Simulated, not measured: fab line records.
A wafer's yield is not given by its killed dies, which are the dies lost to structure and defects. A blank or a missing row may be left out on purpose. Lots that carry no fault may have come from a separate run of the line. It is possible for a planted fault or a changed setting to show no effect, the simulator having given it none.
Chamber matching -- flow n5 finfet -- N5_BEOL_M11_STRIP_19 on rie diel-06 has 4 sister chambers
The step strips in O2. 16 wafers are shown with their chamber, then 8 later ones without.

== WAFERS, EACH WITH ITS CHAMBER ==
wafer,chamber,showerhead plenum p Torr (Torr),drypump motor current A (A),throttle valve pct (%)
L077.1,1,1.93,5.5,16.79
L077.3,2,2.12,6.0,16.97
L077.5,1,1.93,5.5,16.79
L078.2,3,2.15,5.7,16.61
L078.4,2,2.12,6.0,16.96
L078.5,2,2.12,6.0,16.98
L083.1,0,2.16,5.9,16.55
L083.5,0,2.16,5.9,16.54
L083.6,2,2.12,6.1,16.97
L085.1,1,1.93,5.5,16.81
L085.2,3,2.15,5.7,16.61
L085.6,2,2.12,6.0,16.98
L086.3,3,2.15,5.7,16.64
L086.4,0,2.16,5.9,16.56
L086.5,2,2.11,6.0,17.02
L089.1,0,2.15,5.9,16.57

SIGNATURES, as means of the wafers listed above
reading,chamber 0,chamber 1,chamber 2,chamber 3,scatter within a chamber
showerhead plenum p Torr,2.1575,1.9300,2.1183,2.1500,0.00363
drypump motor current A,5.900,5.500,6.017,5.700,0.0264
throttle valve pct,16.5550,16.7967,16.9800,16.6200,0.0172
Rule: a wafer lies at a distance from a chamber equal to the root of the sum of squares, over the readings, of (its reading less the chamber's mean, divided by the reading's scatter). The wafer belongs to the nearest chamber; if the next one is less than 2 further off, it can't be placed. How the scatter is found: for the shown wafers, subtract from each reading the mean of its chamber, square and add these, divide the total by (wafers less chambers), then take the root.

== WAFERS MISSING THEIR CHAMBER ==
wafer,showerhead plenum p Torr (Torr),drypump motor current A (A),throttle valve pct (%)
L089.3,2.15,5.7,16.64
L089.4,2.15,5.9,16.56
L093.1,2.11,6.0,17.01
L093.4,1.92,5.5,16.83
L093.5,2.11,6.0,17.01
L096.1,2.15,5.9,16.60
L096.3,1.92,5.5,16.84
L096.5,1.92,5.5,16.85

== CHAMBER TAKEN BY EACH ==
wafer,from the rows above,in truth
L089.3,3,3
L089.4,0,0
L093.1,2,2
L093.4,1,1
L093.5,2,2
L096.1,0,0
L096.3,1,1
L096.5,1,1
Correctly placed: 8 of 8. Can't be placed from these rows: 0. 0 placed wrongly.
